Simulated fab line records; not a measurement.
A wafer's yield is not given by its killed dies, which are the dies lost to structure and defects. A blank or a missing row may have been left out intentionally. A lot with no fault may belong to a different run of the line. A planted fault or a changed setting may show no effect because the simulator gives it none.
One fault through the eyes of 2 desks | flow n5Finfet | what lay behind the numbers comes last; until then each desk has only its own

## METROLOGY DESK
Lot by lot, what the gauges showed, no matter which tool ran the lot: averages of those sampled wafers that carry a number. If a lot's mean is further than 4 standard deviations from the usual mean, the lot is out of limits and carries the mark OUT (the distance appears in the brackets). 7 of its 11 readings are shown, namely those furthest out on some lot.
Columns: A = DIBL_P at N5_BEOL_M4_RC_MEAS_101, usual 37.1 mV/V; B = IOFF_N at N5_BEOL_M4_RC_MEAS_101, usual 0.17 nA/um; C = IOFF_P at N5_BEOL_M4_RC_MEAS_101, usual 0.23 nA/um; D = ION_P at N5_BEOL_M4_RC_MEAS_101, usual 462 uA/um; E = SS_N at N5_BEOL_M4_RC_MEAS_101, usual 71.8 mV/dec; F = SS_P at N5_BEOL_M4_RC_MEAS_101, usual 73.6 mV/dec; G = VT_N at N5_BEOL_M4_RC_MEAS_101, usual 250 mV
lot  | first seen here | A    | B    | C    | D   | E    | F    | G
L718 | day 6 12:16     | 36.4 | 0.15 | 0.22 | 466 | 71.4 | 73.6 | 251
L719 | day 6 14:01     | 42.5 | 0.26 | 0.32 | 468 | 72.3 | 74.6 | 243
L720 | day 6 21:40     | 34.5 | 0.14 | 0.18 | 457 | 70.9 | 72.7 | 251
L717 | day 7 06:47     | 37.9 | 0.19 | 0.20 | 449 | 72.0 | 73.8 | 249
L724 | day 7 20:07     | 35.4 | 0.14 | 0.21 | 462 | 70.9 | 72.9 | 253
L725 | day 8 07:51     | 37.8 | 0.17 | 0.24 | 463 | 72.2 | 74.1 | 249
L736 | day 10 23:08    | 42.1 | 0.25 | 0.31 | 471 | 73.7 | 75.2 | 244
L739 | day 11 15:03    | 35.0 | 0.16 | 0.20 | 464 | 71.5 | 73.1 | 249
L738 | day 11 15:20    | 34.0 | 0.15 | 0.21 | 459 | 71.7 | 72.8 | 250
L740 | day 11 20:03    | 38.8 | 0.21 | 0.28 | 479 | 72.4 | 74.4 | 244
Result from this desk: across the 10 lots, nothing is out of limits.

## DESK OF THE TOOL OWNER: rieDiel-01
The tool's own readings at N5_BEOL_M1_STRIP_66 (strips in CF4): means of the sampled wafers that have a number, for each lot that ran on this tool. If a lot's mean is further than 4 standard deviations from the usual mean, the lot is out of limits and carries the mark OUT (the distance appears in the brackets).
Columns: A = biasPowerW at N5_BEOL_M1_STRIP_66, usual 75.03 W; B = cf4FlowSccm at N5_BEOL_M1_STRIP_66, usual 150.0 sccm; C = drypumpMotorCurrentA at N5_BEOL_M1_STRIP_66, usual 5.9 A; D = oesProductAu at N5_BEOL_M1_STRIP_66, usual 0.80 a.u.; E = rfVppV at N5_BEOL_M1_STRIP_66, usual 271.2 V; F = showerheadPlenumPTorr at N5_BEOL_M1_STRIP_66, usual 1.80 Torr; G = throttleValvePct at N5_BEOL_M1_STRIP_66, usual 13.49 %
lot  | first seen here | A     | B     | C   | D    | E     | F    | G
L718 | day 6 11:40     | 74.85 | 149.9 | 6.7 | 0.82 | 270.9 | 1.78 | 13.36
L720 | day 6 20:58     | 75.13 | 150.2 | 6.5 | 0.81 | 271.0 | 1.78 | 13.38
L717 | day 7 06:12     | 75.16 | 150.3 | 5.9 | 0.84 | 271.7 | 1.78 | 13.34
L739 | day 11 14:17    | 74.94 | 149.7 | 5.9 | 0.79 | 271.7 | 1.77 | 13.42
Result from this desk: across the 4 lots, nothing is out of limits.

## ALL TOGETHER
At the metrology desk, nothing out of limits was observed.
The tool owner's desk saw nothing out of limits.

## WHAT WAS PUT IN BY THE SIMULATOR
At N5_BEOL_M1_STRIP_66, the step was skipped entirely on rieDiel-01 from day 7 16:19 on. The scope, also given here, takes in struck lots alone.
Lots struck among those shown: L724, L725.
